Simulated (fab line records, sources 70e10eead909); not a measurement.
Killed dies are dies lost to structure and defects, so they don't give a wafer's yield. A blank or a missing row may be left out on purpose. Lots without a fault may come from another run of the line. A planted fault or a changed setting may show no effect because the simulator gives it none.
A struck lot beside a sound one | flow nand_harc | 14 steps out of a route of 1302
Sound: wafers L167.1, L167.4, L167.5. Struck: wafers L183.3, L183.4. (L183.6 of the same lot was not struck and is left out.) The cause comes at the end.
At each step with rows: each side's tool, then ch and its chambers, then its first start. Under that, the readings that differ: sound wafers | struck wafers | difference of the means | sigmas: that difference in standard deviations of wafers without a fault.
alike: readings whose means differ by less than 2 such deviations, and words and numbers that are the same on both sides. not compared: withheld readings, readings that some wafer has no value for, bounds like >300 that may hide the same value, and numbers for which the record gives no deviation and whose values overlap.
The two part at a step that has a row with sigmas, a row that says differs or no value, or rows on one side only. Numbers that don't overlap but have no deviation are shown without sigmas and don't part them. A reading that every wafer of one side lacks parts them only if that side has two wafers or more.

first, 4 steps without rows for these wafers: NHARC_A_STAIRCASE_EXPOSE_247 (exposes mask SDS 1); NHARC_A_STAIRCASE_PEB_248 (peb time 130 s); NHARC_A_STAIRCASE_DEVELOP_249 (time 140 s); NHARC_A_STAIRCASE_HARDBAKE_251 (time 140 s).
NHARC_A_STAIRCASE_DESCUM_252: chemistry O2, time 3 s.
  sound on rie_diel-12 ch 0,1, day 16 00:15; struck on rie_diel-11 ch 0,3, day 22 09:43
  alike: chamber_pressure_mTorr, drypump_motor_current_A, mfc_ar_sccm, oes_product_au, rf_vpp_V, showerhead_plenum_p_Torr, throttle_valve_pct
  not compared: rf_hours_counter_h
NHARC_A_STAIRCASE_ETCH_253: etches the open film in C4F8/O2, target depth 50 nm, time 20.2 s.
  sound on rie_diel-12 ch 0,1,3, day 16 00:20; struck on rie_diel-11 ch 1,3, day 22 09:49
  reading               | sound             | struck      | difference | sigmas
  oes_product_au (a.u.) | 0.954 0.932 0.940 | 0.998 0.975 | +0.044     | +2
  alike: chamber_pressure_mTorr, rf_vpp_V
  not compared: rf_hours_counter_h
NHARC_A_STAIRCASE_STRIP_254: strips in O2.
  sound on plasma_asher-02 ch 0,1, day 16 00:25; struck on plasma_asher-02 ch 0,1, day 22 10:22
  alike: drypump_motor_current_A, heater_power_w
  not compared: rf_hours_counter_h
then, 3 steps without rows for these wafers: NHARC_A_STAIRCASE_STRIP_255 (strips in SPM, time 900 s); NHARC_A_STAIRCASE_PRECLEAN_256 (cleans in SC1); NHARC_A_STAIRCASE_SRD_257.
NHARC_A_STAIRCASE_HM_DEP_456: deposits aC, target thk 3100 nm.
  sound on acl_dep-01 ch 0, day 16 02:16; struck on acl_dep-02 ch 0, day 22 13:52
  alike: throttle_valve_pct
NHARC_A_STAIRCASE_DEP_259: deposits SiON, target thk 30 nm.
  sound on pecvd-04 ch 0,1, day 16 04:08; struck on pecvd-02 ch 0, day 22 15:11
  reading              | sound             | struck      | difference | sigmas
  rf_fwd_power_W (W)   | 349.6 347.5 350.7 | 489.4 490.6 | +140.7     | +99 or more
  showerhead_vpp_V (V) | 1086 1241 1072    | 1299 1303   | +168       | +3
  alike: chamber_pressure_Torr, heater_power_w
then, 2 steps without rows for these wafers: NHARC_A_STAIRCASE_DEHYDRATE_260 (time 120 s); NHARC_END_SORT_01.

WHERE THEY PART
First at NHARC_A_STAIRCASE_ETCH_253; last, within this record, at NHARC_A_STAIRCASE_DEP_259.

WHY: what the simulator had put in
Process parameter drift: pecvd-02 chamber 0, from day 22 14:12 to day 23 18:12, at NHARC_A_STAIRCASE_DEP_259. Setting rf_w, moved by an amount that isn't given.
